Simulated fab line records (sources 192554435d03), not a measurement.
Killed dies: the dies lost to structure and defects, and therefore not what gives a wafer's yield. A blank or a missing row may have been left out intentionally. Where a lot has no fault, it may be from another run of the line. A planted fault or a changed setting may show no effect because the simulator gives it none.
Which tool did it? -- flow n5_finfet -- 11 lots, 33 wafers sampled, at 2 steps of a route of 1938

## WHAT THE GAUGES READ, wafer by wafer
N5_SD_EPI_N_INSPECT_26: inspects for defects (darkfield).
lot,measured,on,raw_defect_count
L721,day 3 09:29,defect_inspect-02,291 242 219
L724,day 4 04:51,defect_inspect-01,193 151 232
L725,day 4 11:15,defect_inspect-01,205 195 234
L728,day 5 03:52,defect_inspect-01,158 178 204
L729,day 5 10:38,defect_inspect-02,186 232 136
L737,day 7 10:04,defect_inspect-01,118 123 169
L738,day 7 15:49,defect_inspect-01,154 142 202
L740,day 8 02:58,defect_inspect-01,284 291 284
L741,day 8 10:29,defect_inspect-02,187 210 232
L742,day 8 16:46,defect_inspect-02,151 254 276
L743,day 8 23:44,defect_inspect-02,142 149 185

## EACH LOT AND THE TOOL THAT RAN IT (in order: tool; ch and the chambers of the sampled wafers; start)
lot,N5_SD_EPI_N_ETCH_16
L721,"rie_diel-02 ch 0,1,3, day 3 06:08"
L724,"rie_diel-02 ch 0,1,3, day 4 00:26"
L725,"rie_diel-06 ch 0,2,3, day 4 07:53"
L728,"rie_diel-06 ch 0,1,3, day 5 00:10"
L729,"rie_diel-03 ch 0,1,3, day 5 07:17"
L737,"rie_diel-06 ch 0,1,2, day 7 06:43"
L738,"rie_diel-03 ch 0,2,3, day 7 11:39"
L740,"rie_diel-02 ch 0,1,3, day 7 23:38"
L741,"rie_diel-03 ch 1,2, day 8 06:20"
L742,"rie_diel-03 ch 1,2, day 8 11:53"
L743,"rie_diel-06 ch 0,1, day 8 19:32"
- N5_SD_EPI_N_ETCH_16: etches SiO2 in CHF3/O2, target depth 5 nm.

## THE ANSWER, worked out from the rows above alone
Rule: the usual values come from the lots themselves. The widest of any qualifying gaps counts: lots, ordered by their means at a reading, are off when they make up no more than a third of the lots, leave a main group of 4 or more, and stand apart from it by 3 or more times the standard deviation of that group's means. If all means in a main group match to the digits the tables above print for the reading, that group is not used. A lot without any number at a reading at which 4 lots or more have one is off too. All remaining lots with rows at the step are treated as sound.
None of the lots is off at any reading shown; this tells nothing.

## WHAT THE SIMULATOR PUT IN
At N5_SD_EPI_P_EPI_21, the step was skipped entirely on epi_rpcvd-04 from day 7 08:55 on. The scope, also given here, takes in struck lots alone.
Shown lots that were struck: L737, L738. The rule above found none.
